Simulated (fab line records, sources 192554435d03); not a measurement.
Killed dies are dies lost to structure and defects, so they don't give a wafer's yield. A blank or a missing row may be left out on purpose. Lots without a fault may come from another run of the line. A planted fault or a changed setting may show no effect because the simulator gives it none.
Problem report in the 8D (eight disciplines) form, filled by code | flow n5_finfet | the parts of the form that need people (team, actions taken, sign-off) are left out

1. THE PROBLEM
etch_rf_on_time_s at N5_BEOL_M0_SAQP_ETCH_88 reads a mean of 6.25 s on 2 wafers of 2 lots; wafers without a fault read 5.22 s with a standard deviation of 0.16. That is +6.5 standard deviations from the usual mean.
The step: etches underlayer in N2/H2, target depth 6.5 nm, time 5.2 s.
First seen on wafer L566.3, day 9 05:35, on rie_diel-04. The record holds 24 wafers of 8 lots with a number at this step. Rule for "out", or "out of limits": more than 4 standard deviations from the usual mean. The other wafers with a number count as sound.

2. WHAT IT IS AND WHAT IT IS NOT
question                    | is                | is not
which readings at this step | etch_rf_on_time_s | chamber_pressure_mTorr, drypump_motor_current_A, oes_product_au, rf_vpp_V, showerhead_plenum_p_Torr, throttle_valve_pct
which lots                  | L566, L569        | L553, L562, L563, L568, L575, L576
which wafers of those lots  | L566.3, L569.5    | L566.1, L566.6, L569.1, L569.4
read on which tools         | rie_diel-04       | rie_diel-02, rie_diel-06
when                        | from day 9 05:35  | up to then (11 sound wafers); but 11 sound wafers of L568, L569, L575, L576 came after

3. SUSPECTS, AND WHAT RULES EACH OUT
Counting: a tool at a process step up to the reading stays a suspect if it ran every lot that is out. Sound lots after the first of them don't rule it out here, since some wafers of a struck lot are sound.
- rie_diel-02 at N5_BEOL_M0_SAQP_STRIP_86 (strips in N2/H2): kept. It ran every lot that is out, first L566 (day 9 01:51).
- rie_diel-04 at N5_BEOL_M0_SAQP_ETCH_88 (etches underlayer in N2/H2, target depth 6.5 nm, time 5.2 s): kept. It ran every lot that is out, first L566 (day 9 05:35); its last sound lot up to then is L563 (day 8 08:50). Its own readings are out on those wafers: etch_rf_on_time_s.
Left after counting: rie_diel-02 at N5_BEOL_M0_SAQP_STRIP_86, rie_diel-04 at N5_BEOL_M0_SAQP_ETCH_88.

4. THE CAUSE (what the simulator had put in)
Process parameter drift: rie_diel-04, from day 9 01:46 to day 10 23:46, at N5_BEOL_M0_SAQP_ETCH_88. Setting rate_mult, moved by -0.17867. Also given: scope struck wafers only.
Counting left 2 suspects, and this tool is among them.

5. THE CHAIN OF EFFECTS, in route order
Each row: a reading whose mean over the struck wafers that have a number lies more than 3 standard deviations from the usual. Only readings for which the record gives a usual standard deviation are gone through. hours: the time from each lot's start at the first step in this table that gives one to its start at this step, as a median over the lots. sigmas: the change in usual standard deviations.
hours | step                    | reading           | usual  | on struck wafers | change | sigmas
0     | N5_BEOL_M0_SAQP_ETCH_88 | etch_rf_on_time_s | 5.22 s | 6.25             | +1.04  | +6.5
The process steps in it:
- N5_BEOL_M0_SAQP_ETCH_88: etches underlayer in N2/H2, target depth 6.5 nm, time 5.2 s.
Later measuring or inspecting steps at which every struck wafer that the step has a row for has a number for every such reading, and none has moved that far: N5_BEOL_M4_RC_MEAS_101.

6. WHAT WOULD HAVE CAUGHT IT SOONER
In this record the first reading out of limits was taken at day 9 05:35, 4 hours after the fault began at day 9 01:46.
